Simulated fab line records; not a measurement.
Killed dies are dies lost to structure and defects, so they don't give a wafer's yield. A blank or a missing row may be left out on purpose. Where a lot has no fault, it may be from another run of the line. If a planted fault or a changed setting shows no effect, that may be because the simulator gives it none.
Which tool was responsible? | flow n5 finfet | 24 lots, 72 wafers sampled, at 6 steps of a route of 1938

== WHAT EACH GAUGE READ, for each wafer ==
N5_DUMMY_GATE_CD_MEAS_15: target cd 25.8 nm.
lot  | measured    | on        | cd nm (nm)
L074 | day 3 00:37 | cd sem-02 | 25.10 25.18 25.18
L075 | day 3 05:58 | cd sem-02 | 25.36 25.32 25.13
L076 | day 3 11:14 | cd sem-03 | 25.19 24.99 24.95
L077 | day 3 15:33 | cd sem-01 | 24.92 24.91 24.93
L078 | day 3 22:07 | cd sem-02 | 25.30 25.54 25.29
L079 | day 4 03:40 | cd sem-02 | 25.01 24.98 24.96
L080 | day 4 09:47 | cd sem-01 | 25.05 24.66 24.87
L081 | day 4 15:59 | cd sem-02 | 24.97 25.14 24.90
L082 | day 5 01:41 | cd sem-02 | 25.27 25.23 25.05
L083 | day 5 06:08 | cd sem-01 | 24.93 25.31 24.77
L084 | day 5 13:50 | cd sem-03 | 25.34 24.77 25.47
L085 | day 5 19:22 | cd sem-03 | 25.00 25.39 25.23
L086 | day 6 05:08 | cd sem-01 | 24.95 24.61 24.93
L087 | day 6 06:05 | cd sem-03 | 24.71 24.83 25.07
L088 | day 6 13:11 | cd sem-02 | 25.38 25.45 25.42
L089 | day 6 16:00 | cd sem-01 | 24.75 25.26 25.29
L090 | day 7 00:11 | cd sem-03 | 24.92 25.08 24.98
L091 | day 7 04:15 | cd sem-01 | 24.98 25.08 25.33
L092 | day 7 10:28 | cd sem-02 | 25.14 25.45 25.27
L093 | day 7 17:23 | cd sem-03 | 25.02 25.16 24.83
L094 | day 8 00:49 | cd sem-01 | 25.05 24.69 25.05
L095 | day 8 03:56 | cd sem-02 | 24.65 24.81 25.14
L096 | day 8 10:05 | cd sem-03 | 24.91 25.18 25.02
L097 | day 8 19:47 | cd sem-02 | 25.04 25.29 25.08

== TOOL THAT RAN EACH LOT (tool first, then ch and the chambers of the sampled wafers, then the start) ==
lot  | N5_FIN_SAQP_ETCH_34               | N5_FIN_CUT_STRIP_22               | N5_STI_FIN_REVEAL_ALD_00         | N5_STI_FIN_REVEAL_ALD_14         | N5_DUMMY_GATE_ALD_02
L074 | rie diel-01 ch 0,3, day 2 01:47   | rie diel-04 ch 0,1, day 2 03:33   | ald sin-02 ch 1,2, day 2 03:44   | ald sin-02 ch 1,2, day 2 03:47   | ald sin-03 ch 0,2,3, day 2 12:43
L075 | rie diel-01 ch 1,3, day 2 08:33   | rie diel-02 ch 0,1,3, day 2 10:13 | ald sin-02 ch 0,2, day 2 10:25   | ald sin-02 ch 0,2, day 2 10:28   | ald sin-03 ch 0,1, day 2 20:30
L076 | rie diel-01 ch 0,3, day 2 13:47   | rie diel-05 ch 1,2, day 2 15:27   | ald sin-02 ch 1,2, day 2 15:43   | ald sin-02 ch 1,2, day 2 15:46   | ald sin-03 ch 1,2, day 3 02:50
L077 | rie diel-03 ch 1,2, day 2 19:40   | rie diel-02 ch 0,1,2, day 2 21:32 | ald sin-02 ch 1,2,3, day 2 21:43 | ald sin-02 ch 1,2,3, day 2 21:46 | ald sin-03 ch 0,1,2, day 3 07:07
L078 | rie diel-06 ch 0,1,2, day 3 02:16 | rie diel-05 ch 0,3, day 3 04:26   | ald sin-01 ch 0,2,3, day 3 04:43 | ald sin-01 ch 0,2,3, day 3 04:46 | ald sin-02 ch 1,2,3, day 3 13:41
L079 | rie diel-06 ch 2,3, day 3 07:40   | rie diel-02 ch 0,2,3, day 3 09:22 | ald sin-01 ch 1,2,3, day 3 09:34 | ald sin-01 ch 1,2,3, day 3 09:37 | ald sin-02 ch 0,1,3, day 3 19:07
L080 | rie diel-03 ch 0,2, day 3 13:59   | rie diel-04 ch 0,2,3, day 3 15:37 | ald sin-04 ch 0,2, day 3 15:49   | ald sin-04 ch 0,2, day 3 15:52   | ald sin-02 ch 0,3, day 4 01:23
L081 | rie diel-03 ch 1,2,3, day 3 19:52 | rie diel-05 ch 0,2, day 3 21:30   | ald sin-01 ch 0,1, day 3 21:42   | ald sin-01 ch 0,1, day 3 21:45   | ald sin-03 ch 1,3, day 4 07:28
L082 | rie diel-06 ch 0,2,3, day 4 04:47 | rie diel-02 ch 0,2, day 4 06:35   | ald sin-01 ch 1,2,3, day 4 07:10 | ald sin-01 ch 1,2,3, day 4 07:13 | ald sin-03 ch 1,2,3, day 4 17:19
L083 | rie diel-06 ch 0,1, day 4 08:39   | rie diel-02 ch 0,1,2, day 4 10:26 | ald sin-04 ch 0,1,3, day 4 11:47 | ald sin-04 ch 0,1,3, day 4 11:50 | ald sin-02 ch 0,1, day 4 21:43
L084 | rie diel-01 ch 0,3, day 4 14:48   | rie diel-05 ch 0,1,3, day 4 16:52 | ald sin-01 ch 0,1,2, day 4 18:46 | ald sin-01 ch 0,1,2, day 4 18:49 | ald sin-03 ch 0,1,2, day 5 05:13
L085 | rie diel-06 ch 0,1,3, day 4 21:29 | rie diel-04 ch 1,2,3, day 4 23:08 | ald sin-01 ch 0,1,3, day 5 01:32 | ald sin-01 ch 0,1,3, day 5 01:35 | ald sin-02 ch 0,1,2, day 5 10:50
L086 | rie diel-03 ch 1,2,3, day 5 06:23 | rie diel-02 ch 1,2,3, day 5 08:27 | ald sin-04 ch 1,2, day 5 09:32   | ald sin-04 ch 1,2, day 5 09:35   | ald sin-02 ch 1,2, day 5 18:47
L087 | rie diel-06 ch 0,1, day 5 11:02   | rie diel-05 ch 0,1,3, day 5 12:41 | ald sin-02 ch 0,1,2, day 5 12:53 | ald sin-02 ch 0,1,2, day 5 12:56 | ald sin-02 ch 0,1,3, day 5 21:41
L088 | rie diel-03 ch 0,1, day 5 13:47   | rie diel-05 ch 0,3, day 5 15:35   | ald sin-02 ch 0,1, day 5 16:20   | ald sin-02 ch 0,1, day 5 16:23   | ald sin-03 ch 0,3, day 6 02:08
L089 | rie diel-06 ch 1,2, day 5 20:13   | rie diel-05 ch 0,1,3, day 5 22:05 | ald sin-02 ch 0,2,3, day 5 22:17 | ald sin-02 ch 0,2,3, day 5 22:20 | ald sin-04 ch 0,2,3, day 6 07:36
L090 | rie diel-01 ch 0,1,2, day 6 03:38 | rie diel-04 ch 1,2,3, day 6 05:28 | ald sin-02 ch 0,1,3, day 6 05:40 | ald sin-02 ch 0,1,3, day 6 05:43 | ald sin-04 ch 0,1,2, day 6 15:43
L091 | rie diel-03 ch 0,1,3, day 6 08:53 | rie diel-05 ch 0,1,2, day 6 10:40 | ald sin-01 ch 0,1,2, day 6 11:02 | ald sin-01 ch 0,1,2, day 6 11:05 | ald sin-04 ch 0,2,3, day 6 19:53
L092 | rie diel-01 ch 1,3, day 6 14:47   | rie diel-04 ch 1,2, day 6 16:29   | ald sin-02 ch 1,2,3, day 6 16:41 | ald sin-02 ch 1,2,3, day 6 16:44 | ald sin-02 ch 0,2,3, day 7 02:03
L093 | rie diel-01 ch 1,2,3, day 6 19:55 | rie diel-02 ch 0,2,3, day 6 21:36 | ald sin-02 ch 0,2,3, day 6 21:48 | ald sin-02 ch 0,2,3, day 6 21:51 | ald sin-04 ch 0,1,3, day 7 07:04
L094 | rie diel-06 ch 0,3, day 7 01:26   | rie diel-02 ch 0,3, day 7 03:10   | ald sin-02 ch 1,2,3, day 7 03:22 | ald sin-02 ch 1,2,3, day 7 03:25 | ald sin-02 ch 1,2,3, day 7 12:38
L095 | rie diel-03 ch 1,2,3, day 7 08:08 | rie diel-04 ch 1,3, day 7 09:47   | ald sin-01 ch 1,2,3, day 7 09:59 | ald sin-01 ch 1,2,3, day 7 10:02 | ald sin-04 ch 0,1, day 7 19:32
L096 | rie diel-06 ch 0,2,3, day 7 14:54 | rie diel-04 ch 1,2, day 7 16:34   | ald sin-02 ch 0,1,3, day 7 16:47 | ald sin-02 ch 0,1,3, day 7 16:50 | ald sin-03 ch 0,1,2, day 8 01:42
L097 | rie diel-06 ch 1,2,3, day 7 19:53 | rie diel-02 ch 0,1,3, day 8 02:14 | ald sin-04 ch 0,1, day 8 02:26   | ald sin-04 ch 0,1, day 8 02:29   | ald sin-04 ch 0,1,3, day 8 11:23
- N5_FIN_SAQP_ETCH_34: etches SiO2 in C4F6/O2, target depth 45 nm, time 15 s.
- N5_FIN_CUT_STRIP_22: strips in N2/H2.
- N5_STI_FIN_REVEAL_ALD_00: deposits SiO2, target thk 1 nm, pulse time 1 s.
- N5_STI_FIN_REVEAL_ALD_14: deposits Si3N4, target thk 3 nm.
- N5_DUMMY_GATE_ALD_02: deposits SiO2, target thk 2 nm, pulse time 1 s.

== AS READ BY THE TOOLS THEMSELVES (means over the sampled wafers that have a number; for cases with no such wafer, the mark the record gives instead) ==
N5_FIN_SAQP_ETCH_34.
lot  | tool        | C4F6_flow_sccm (sccm) | drypump motor current A (A) | etch rf on time s (s) | oes_o_777_au (a.u.) | oes product au (a.u.) | rf fwd power W (W) | rf vpp V (V) | showerhead plenum p Torr (Torr) | throttle valve pct (%)
L074 | rie diel-01 | 9.992                 | 5.5                         | 15.14                 | 0.74                | 0.65                  | 335.6              | 672          | 2.93                            | 21.01
L075 | rie diel-01 | 10.015                | 5.4                         | 14.92                 | 0.77                | 0.64                  | 336.2              | 663          | 2.77                            | 21.35
L076 | rie diel-01 | 9.976                 | 5.5                         | 14.79                 | 0.74                | 0.66                  | 335.7              | 670          | 2.88                            | 20.98
L077 | rie diel-03 | 9.970                 | 5.7                         | 15.05                 | 0.71                | 0.62                  | 337.3              | 663          | 2.88                            | 21.49
L078 | rie diel-06 | 10.014                | 5.7                         | 14.87                 | 0.74                | 0.64                  | 335.2              | 673          | 2.82                            | 20.98
L079 | rie diel-06 | 9.999                 | 5.5                         | 15.36                 | 0.68                | 0.59                  | 335.3              | 668          | 2.85                            | 21.45
L080 | rie diel-03 | 10.025                | 5.6                         | 15.06                 | 0.71                | 0.62                  | 337.2              | 666          | 2.73                            | 21.38
L081 | rie diel-03 | 10.009                | 6.0                         | 15.25                 | 0.76                | 0.65                  | 335.0              | 669          | 2.90                            | 21.29
L082 | rie diel-06 | 10.016                | 5.8                         | 15.24                 | 0.73                | 0.62                  | 335.4              | 675          | 2.83                            | 21.25
L083 | rie diel-06 | 10.000                | 5.8                         | 14.79                 | 0.73                | 0.63                  | 336.5              | 663          | 2.77                            | 20.93
L084 | rie diel-01 | 10.000                | 5.5                         | 14.96                 | 0.73                | 0.65                  | 336.4              | 669          | 2.88                            | 21.01
L085 | rie diel-06 | 10.022                | 5.9                         | 15.04                 | 0.71                | 0.62                  | 336.5              | 665          | 2.78                            | 21.20
L086 | rie diel-03 | 9.988                 | 6.0                         | 15.13                 | 0.74                | 0.64                  | 337.0              | 669          | 2.89                            | 21.31
L087 | rie diel-06 | 9.991                 | 5.8                         | 14.83                 | 0.72                | 0.63                  | 336.8              | 662          | 2.77                            | 20.95
L088 | rie diel-03 | 10.043                | 5.4                         | 15.24                 | 0.74                | 0.62                  | 336.8              | 667          | 2.81                            | 21.22
L089 | rie diel-06 | 9.982                 | 5.3                         | 14.98                 | 0.69                | 0.59                  | 335.5              | 672          | 2.86                            | 21.02
L090 | rie diel-01 | 9.967                 | 5.5                         | 15.13                 | 0.73                | 0.62                  | 337.4              | 661          | 2.84                            | 21.27
L091 | rie diel-03 | 9.969                 | 5.9                         | 15.02                 | 0.77                | 0.66                  | 337.5              | 670          | 2.90                            | 21.15
L092 | rie diel-01 | 10.014                | 5.4                         | 14.84                 | 0.74                | 0.63                  | 335.6              | 666          | 2.79                            | 21.19
L093 | rie diel-01 | 10.014                | 5.5                         | 15.01                 | 0.73                | 0.61                  | 336.6              | 661          | 2.79                            | 21.26
L094 | rie diel-06 | 10.016                | 6.2                         | 14.99                 | 0.82                | 0.71                  | 337.2              | 673          | 2.77                            | 21.14
L095 | rie diel-03 | 10.005                | 6.0                         | 15.20                 | 0.81                | 0.71                  | 335.9              | 672          | 3.00                            | 21.18
L096 | rie diel-06 | 10.022                | 5.8                         | 14.82                 | 0.79                | 0.69                  | 336.9              | 674          | 2.82                            | 21.16
L097 | rie diel-06 | 9.993                 | 5.5                         | 14.95                 | 0.83                | 0.73                  | 336.4              | 665          | 2.82                            | 20.97

N5_FIN_CUT_STRIP_22.
lot  | tool        | drypump motor current A (A) | oes product au (a.u.) | rf vpp V (V) | showerhead plenum p Torr (Torr) | temp c (C) | throttle valve pct (%)
L074 | rie diel-04 | 5.1                         | 0.73                  | 55.1         | 3.29                            | 40.11      | 18.7
L075 | rie diel-02 | 5.4                         | 0.70                  | 55.5         | 3.34                            | 39.93      | 19.4
L076 | rie diel-05 | 5.8                         | 0.82                  | 55.5         | 3.31                            | 39.99      | 19.0
L077 | rie diel-02 | 5.6                         | 0.81                  | 55.5         | 3.42                            | 40.00      | 19.2
L078 | rie diel-05 | 5.6                         | 0.79                  | 53.8         | 3.35                            | 40.06      | 19.3
L079 | rie diel-02 | 5.8                         | 0.79                  | 54.8         | 3.43                            | 40.01      | 19.3
L080 | rie diel-04 | 5.7                         | 0.82                  | 54.4         | 3.36                            | 39.94      | 19.1
L081 | rie diel-05 | 5.4                         | 0.76                  | 55.5         | 3.24                            | 39.89      | 19.4
L082 | rie diel-02 | 5.8                         | 0.86                  | 55.5         | 3.51                            | 39.95      | 19.1
L083 | rie diel-02 | 5.6                         | 0.77                  | 54.7         | 3.41                            | 39.91      | 19.2
L084 | rie diel-05 | 5.9                         | 0.78                  | 53.8         | 3.39                            | 39.99      | 19.3
L085 | rie diel-04 | 5.8                         | 0.81                  | 56.2         | 3.39                            | 40.00      | 19.1
L086 | rie diel-02 | 5.5                         | 0.85                  | 51.9         | 3.40                            | 39.99      | 19.3
L087 | rie diel-05 | 5.9                         | 0.78                  | 53.9         | 3.39                            | 40.01      | 19.3
L088 | rie diel-05 | 5.6                         | 0.79                  | 55.5         | 3.34                            | 39.90      | 19.3
L089 | rie diel-05 | 5.9                         | 0.78                  | 53.3         | 3.39                            | 40.05      | 19.3
L090 | rie diel-04 | 5.9                         | 0.81                  | 56.6         | 3.39                            | 40.04      | 19.1
L091 | rie diel-05 | 5.7                         | 0.75                  | 53.6         | 3.29                            | 40.09      | 19.3
L092 | rie diel-04 | 5.5                         | 0.77                  | 54.4         | 3.40                            | 40.04      | 18.8
L093 | rie diel-02 | 5.8                         | 0.86                  | 52.0         | 3.42                            | 40.01      | 19.2
L094 | rie diel-02 | 5.8                         | 0.90                  | 52.5         | 3.33                            | 40.05      | 19.3
L095 | rie diel-04 | 5.5                         | 0.75                  | 53.0         | 3.30                            | 40.00      | 19.0
L096 | rie diel-04 | 5.5                         | 0.76                  | 56.4         | 3.39                            | 40.02      | 18.8
L097 | rie diel-02 | 5.5                         | 0.86                  | 55.2         | 3.32                            | 39.94      | 19.2

N5_STI_FIN_REVEAL_ALD_00.
lot  | tool       | heater power w (W) | precursor pulse height rel
L074 | ald sin-02 | 490                | 0.978
L075 | ald sin-02 | 520                | 1.014
L076 | ald sin-02 | 490                | 0.993
L077 | ald sin-02 | 498                | 1.010
L078 | ald sin-01 | 503                | 0.993
L079 | ald sin-01 | 472                | 1.000
L080 | ald sin-04 | 518                | 1.005
L081 | ald sin-01 | 503                | 1.015
L082 | ald sin-01 | 470                | 0.993
L083 | ald sin-04 | 482                | 1.011
L084 | ald sin-01 | 490                | 0.985
L085 | ald sin-01 | 496                | 0.994
L086 | ald sin-04 | 483                | 1.003
L087 | ald sin-02 | 499                | 0.995
L088 | ald sin-02 | 506                | 1.012
L089 | ald sin-02 | 535                | 0.987
L090 | ald sin-02 | 509                | 1.009
L091 | ald sin-01 | 494                | 1.009
L092 | ald sin-02 | 496                | 1.000
L093 | ald sin-02 | 528                | 0.974
L094 | ald sin-02 | 500                | 0.996
L095 | ald sin-01 | 473                | 0.999
L096 | ald sin-02 | 515                | 1.020
L097 | ald sin-04 | 523                | 0.984

N5_STI_FIN_REVEAL_ALD_14.
lot  | tool       | heater power w (W)
L074 | ald sin-02 | 891
L075 | ald sin-02 | 939
L076 | ald sin-02 | 873
L077 | ald sin-02 | 889
L078 | ald sin-01 | 890
L079 | ald sin-01 | 850
L080 | ald sin-04 | 914
L081 | ald sin-01 | 895
L082 | ald sin-01 | 834
L083 | ald sin-04 | 840
L084 | ald sin-01 | 883
L085 | ald sin-01 | 862
L086 | ald sin-04 | 862
L087 | ald sin-02 | 908
L088 | ald sin-02 | 916
L089 | ald sin-02 | 953
L090 | ald sin-02 | 908
L091 | ald sin-01 | 870
L092 | ald sin-02 | 895
L093 | ald sin-02 | 942
L094 | ald sin-02 | 894
L095 | ald sin-01 | 849
L096 | ald sin-02 | 925
L097 | ald sin-04 | 938

N5_DUMMY_GATE_ALD_02.
lot  | tool       | heater power w (W) | precursor pulse height rel
L074 | ald sin-03 | 428                | 0.996
L075 | ald sin-03 | 425                | 1.001
L076 | ald sin-03 | 448                | 0.997
L077 | ald sin-03 | 448                | 1.013
L078 | ald sin-02 | 498                | 0.993
L079 | ald sin-02 | 507                | 1.015
L080 | ald sin-02 | 539                | 0.982
L081 | ald sin-03 | 426                | 1.014
L082 | ald sin-03 | 436                | 0.976
L083 | ald sin-02 | 480                | 0.981
L084 | ald sin-03 | 437                | 1.014
L085 | ald sin-02 | 508                | 1.009
L086 | ald sin-02 | 475                | 1.017
L087 | ald sin-02 | 511                | 0.988
L088 | ald sin-03 | 419                | 1.003
L089 | ald sin-04 | 470                | 0.998
L090 | ald sin-04 | 502                | 0.992
L091 | ald sin-04 | 472                | 0.994
L092 | ald sin-02 | 528                | 1.011
L093 | ald sin-04 | 469                | 1.009
L094 | ald sin-02 | 498                | 1.002
L095 | ald sin-04 | 509                | 1.002
L096 | ald sin-03 | 455                | 0.999
L097 | ald sin-04 | 477                | 0.993

== THE ANSWER, worked out from the rows above alone ==
Rule: the usual values come from the lots themselves. Put in order of their means at a reading, lots are off if they are a third of the lots or fewer, leave a main group of 4 or more, and stand apart from it by a gap of 3 or more times the standard deviation of the main group's means; of several such gaps the widest counts. Not used: any main group whose means are identical at the precision the tables above print for the reading. A lot without any number at a reading at which 4 lots or more have one is off too. The other lots that the step has rows for count as sound. After the gauges, taken in route order, come the tools' own readings; for these a lot's mean is taken, as printed above. At the first step where some lot is off, the reading lying furthest off is the one used; lots without a number count as furthest.
Nothing can be told from this: no lot is off at any reading shown.

== WHAT THE SIMULATOR HAD PUT IN ==
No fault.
